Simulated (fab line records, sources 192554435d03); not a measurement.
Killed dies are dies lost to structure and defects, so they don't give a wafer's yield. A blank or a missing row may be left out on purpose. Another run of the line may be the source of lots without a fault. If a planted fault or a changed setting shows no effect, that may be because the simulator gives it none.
Which tool was responsible? || flow n5-finfet || route of 1938 steps, sampled at 1 step: 12 lots, 36 wafers

WHAT THE GAUGES READ, wafer by wafer
N5_ILD0_THK_MEAS_08.
{"lot": "L075", "measured": "day 3 20:43", "on": "film-metro-02", "thk-nm (nm)": "140.1 138.8 138.1"}
{"lot": "L077", "measured": "day 4 07:40", "on": "film-metro-02", "thk-nm (nm)": "137.7 138.7 138.5"}
{"lot": "L079", "measured": "day 4 21:38", "on": "film-metro-02", "thk-nm (nm)": "138.7 138.5 138.0"}
{"lot": "L081", "measured": "day 5 09:05", "on": "film-metro-01", "thk-nm (nm)": "140.2 140.5 140.3"}
{"lot": "L083", "measured": "day 5 20:25", "on": "film-metro-02", "thk-nm (nm)": "138.1 137.9 138.9"}
{"lot": "L085", "measured": "day 6 07:46", "on": "film-metro-01", "thk-nm (nm)": "140.2 139.4 139.2"}
{"lot": "L087", "measured": "day 6 21:00", "on": "film-metro-02", "thk-nm (nm)": "137.8 139.0 139.2"}
{"lot": "L089", "measured": "day 7 08:00", "on": "film-metro-02", "thk-nm (nm)": "139.4 140.0 138.1"}
{"lot": "L091", "measured": "day 7 20:23", "on": "film-metro-02", "thk-nm (nm)": "137.7 137.4 136.9"}
{"lot": "L093", "measured": "day 8 10:42", "on": "film-metro-02", "thk-nm (nm)": "138.7 138.8 138.7"}
{"lot": "L095", "measured": "day 8 19:43", "on": "film-metro-02", "thk-nm (nm)": "141.0 140.4 140.4"}
{"lot": "L097", "measured": "day 9 07:34", "on": "film-metro-02", "thk-nm (nm)": "137.1 136.6 137.5"}

EACH LOT AND THE TOOL THAT RAN IT (in order: tool; ch and the chambers of the sampled wafers; start)
The record holds no process step before these readings.

THE ANSWER, worked out from the rows above alone
Rule: what is usual is taken from the lots themselves. Put in order of their means at a reading, lots are off if they are a third of the lots or fewer, leave a main group of 4 or more, and stand apart from it by a gap of 3 or more times the standard deviation of the main group's means; of several such gaps the widest counts. A main group whose means are all the same, to the digits that the tables above print for the reading, isn't used. A lot without any number at a reading at which 4 lots or more have one is off too. All remaining lots with rows at the step are treated as sound.
Across all readings shown, no lot is off: no conclusion can be drawn from this.

WHAT THE SIMULATOR PUT IN
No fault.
